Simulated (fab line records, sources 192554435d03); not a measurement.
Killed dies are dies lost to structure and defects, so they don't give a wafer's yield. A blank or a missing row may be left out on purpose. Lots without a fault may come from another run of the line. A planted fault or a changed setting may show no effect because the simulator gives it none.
Chamber matching | flow n5_finfet | N5_BEOL_M0_ETCH_138 on rie_diel-01: 4 sister chambers
The step etches SiCN in CH3F/O2, target depth 12 nm, time 31.6 s. 18 wafers are shown with their chamber, then 9 later ones without.

WAFERS WITH THEIR CHAMBER
wafer  | chamber | drypump_motor_current_A (A) | showerhead_plenum_p_Torr (Torr) | throttle_valve_pct (%)
L074.1 | 3       | 5.4                         | 2.03                            | 16.35
L074.4 | 2       | 5.3                         | 2.06                            | 16.67
L074.6 | 2       | 5.3                         | 2.06                            | 16.69
L075.1 | 1       | 5.4                         | 2.01                            | 16.63
L075.2 | 3       | 5.4                         | 2.03                            | 16.35
L075.4 | 0       | 6.5                         | 2.13                            | 15.90
L085.2 | 3       | 5.4                         | 2.02                            | 16.40
L085.4 | 0       | 6.5                         | 2.12                            | 15.94
L085.6 | 1       | 5.4                         | 2.00                            | 16.68
L086.2 | 2       | 5.3                         | 2.05                            | 16.27
L086.4 | 3       | 5.4                         | 2.02                            | 16.38
L086.6 | 2       | 5.3                         | 2.05                            | 16.26
L087.1 | 2       | 5.3                         | 2.05                            | 16.27
L087.4 | 1       | 5.4                         | 2.00                            | 16.66
L087.6 | 0       | 6.5                         | 2.12                            | 15.94
L088.2 | 0       | 6.5                         | 2.12                            | 15.97
L088.3 | 3       | 5.4                         | 2.02                            | 16.40
L088.4 | 1       | 5.3                         | 2.00                            | 16.66

SIGNATURES (means of the wafers above)
reading                  | chamber 0 | chamber 1 | chamber 2 | chamber 3 | scatter within a chamber
drypump_motor_current_A  | 6.500     | 5.375     | 5.300     | 5.400     | 0.0231
showerhead_plenum_p_Torr | 2.1225    | 2.0025    | 2.0540    | 2.0240    | 0.00528
throttle_valve_pct       | 15.9375   | 16.6575   | 16.4320   | 16.3760   | 0.123
Rule: a wafer's distance from a chamber is the root of the sum, over the readings, of the square of ((its reading less the chamber's mean) divided by the reading's scatter). The wafer belongs to the nearest chamber; if the next one is less than 2 further off, it can't be placed. The scatter: the root of (the sum of the squares of (reading less its chamber's mean) over the shown wafers, divided by (wafers less chambers)).

WAFERS WITHOUT THEIR CHAMBER
wafer  | drypump_motor_current_A (A) | showerhead_plenum_p_Torr (Torr) | throttle_valve_pct (%)
L091.3 | 5.4                         | 2.02                            | 16.43
L091.4 | 5.4                         | 2.00                            | 16.71
L091.5 | 5.3                         | 2.05                            | 16.28
L095.2 | 5.4                         | 2.01                            | 16.43
L095.5 | 5.4                         | 2.01                            | 16.44
L095.6 | 5.3                         | 2.05                            | 16.30
L097.4 | 5.3                         | 2.04                            | 16.32
L097.5 | 5.3                         | 2.04                            | 16.30
L097.6 | 5.4                         | 2.01                            | 16.45

WHICH CHAMBER EACH WENT THROUGH
wafer  | from the rows above     | in truth
L091.3 | 3                       | 3
L091.4 | 1                       | 1
L091.5 | 2                       | 2
L095.2 | can't be placed: 1 or 3 | 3
L095.5 | can't be placed: 1 or 3 | 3
L095.6 | 2                       | 2
L097.4 | 2                       | 2
L097.5 | 2                       | 2
L097.6 | can't be placed: 1 or 3 | 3
Placed correctly: 6 of 9. Can't be placed from these rows: 3 (the true chamber is among the candidates in 3). Placed wrongly: 0.
